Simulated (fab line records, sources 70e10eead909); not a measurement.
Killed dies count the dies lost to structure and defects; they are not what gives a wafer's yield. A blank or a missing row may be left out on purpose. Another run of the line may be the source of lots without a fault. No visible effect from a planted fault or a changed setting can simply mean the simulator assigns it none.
A lot that was struck, set against a sound lot || flow nand_harc || 13 out of 1302 route steps
Sound: these wafers, L138.3, L138.4, L138.6. Struck: wafer L144.3 (L144.2, L144.4, from the same lot, were not struck and are left out); the cause is given at the end.
For every step that has rows: the tool of each side, followed by ch and its chambers, followed by its first start. Under that, the readings that differ: sound wafers || struck wafers || difference of the means || sigmas: that difference in standard deviations of wafers without a fault.
alike: readings with means less than 2 such deviations apart, plus words and numbers identical on both sides. not compared: withheld readings, readings lacking a value on some wafer, bounds such as >300 that could conceal the same value, and numbers that have no deviation in the record and whose values overlap.
Wherever a step has rows on one side only, a row that says differs or no value, or a row with sigmas, the two part there. Numbers that don't overlap but have no deviation are shown without sigmas and don't part them. A reading missing from all wafers of one side parts the sides only when that side holds two or more wafers.

NHARC_A_SLIT_ETCH_29: etches the open film in CF4/O2, target depth 100 nm, overetch 10 nm, time 55 s.
  sound on rie_diel-12 ch 1,2, day 20 18:50; struck on rie_diel-05 ch 2, day 23 14:53
{"reading": "oes_product_au (a.u.)", "sound": "1.010 1.019 1.002", "struck": 0.987, "difference": -0.023, "sigmas": -2}
{"reading": "showerhead_plenum_p_Torr (Torr)", "sound": "1.27 1.27 1.36", "struck": 1.41, "difference": "+0.11", "sigmas": "+2"}
  alike: drypump_motor_current_A, rf_vpp_V, throttle_valve_pct
  not compared: rf_hours_counter_h
NHARC_A_SLIT_STRIP_18: strips in O2.
  sound on rie_diel-12 ch 1,2,3; struck on rie_diel-05 ch 3
{"reading": "oes_product_au (a.u.)", "sound": "1.007 1.014 1.027", "struck": 0.993, "difference": -0.023, "sigmas": -3}
  alike: drypump_motor_current_A, rf_vpp_V, showerhead_plenum_p_Torr, throttle_valve_pct
  not compared: rf_hours_counter_h
then, 2 steps without rows for these wafers: NHARC_A_SLIT_PRECLEAN_19 (cleans in SC1); NHARC_A_SLIT_SRD_20.
NHARC_A_SLIT_CD_MEAS_21:
  struck on cd_sem-02, day 23 15:26; sound on cd_sem-03, day 20 19:26
  alike: cd_nm
then, 3 steps without rows for these wafers: NHARC_A_SIN_REMOVE_WET_00 (chemistry H3PO4, time 15300 s); NHARC_A_SIN_REMOVE_PRECLEAN_01 (cleans in SC1); NHARC_A_SIN_REMOVE_SRD_02.
NHARC_A_SIN_REMOVE_INSPECT_04:
  struck on defect_inspect-01, day 23 21:52; sound on defect_inspect-02, day 21 02:04
  alike: raw_defect_count
NHARC_A_WL_FILL_ALD_00: deposits Al2O3, target thk 3 nm, pulse time 3 s, ald cycles 30.
  sound on ald_hk-02 ch 0,2, day 21 02:08; struck on ald_hk-04 ch 2, day 23 22:07
  alike: heater_power_w, precursor_pulse_height_rel
  not compared: ald_cycles
NHARC_A_WL_FILL_RTA_01: time 5 s.
  sound on rtp_anneal-01 ch 0, day 21 02:27; struck on rtp_anneal-01 ch 0, day 23 22:34
  alike: lamp_power_pct, lamp_zone_1_pct, wafer_temp_C_max
NHARC_A_WL_FILL_ALD_02: deposits TiN, target thk 2 nm, pulse time 3 s, ald cycles 100.
  sound on ald_metal-02 ch 0,1,2, day 21 02:41; struck on ald_metal-04 ch 3, day 23 22:44
{"reading": "ald_cycles", "sound": "100 100 100", "struck": 125, "difference": "+25", "sigmas": ""}
  alike: heater_power_w, precursor_pulse_height_rel
-- the record jumps here: 4 days lie between the struck wafers' starts before and after (it left off in module A_WL_FILL and takes up again in module END, whose first step shown is number 1302 of the route) --
NHARC_END_SORT_01:
  sound on prober-02 ch 0, day 25 11:13; struck on prober-01 ch 0, day 28 02:29
  alike: killed_at_array, killed_at_other, killed_at_periphery, killed_dies, killed_open, killed_short

WHERE THEY PART
Earliest at NHARC_A_SLIT_ETCH_29; latest, in this record, at NHARC_A_SLIT_STRIP_18. Later steps at which nothing parts them and some readings are alike: NHARC_A_SLIT_CD_MEAS_21, NHARC_A_SIN_REMOVE_INSPECT_04, NHARC_A_WL_FILL_ALD_00, NHARC_A_WL_FILL_RTA_01, NHARC_A_WL_FILL_ALD_02, NHARC_END_SORT_01.

WHY: what had been put in by the simulator
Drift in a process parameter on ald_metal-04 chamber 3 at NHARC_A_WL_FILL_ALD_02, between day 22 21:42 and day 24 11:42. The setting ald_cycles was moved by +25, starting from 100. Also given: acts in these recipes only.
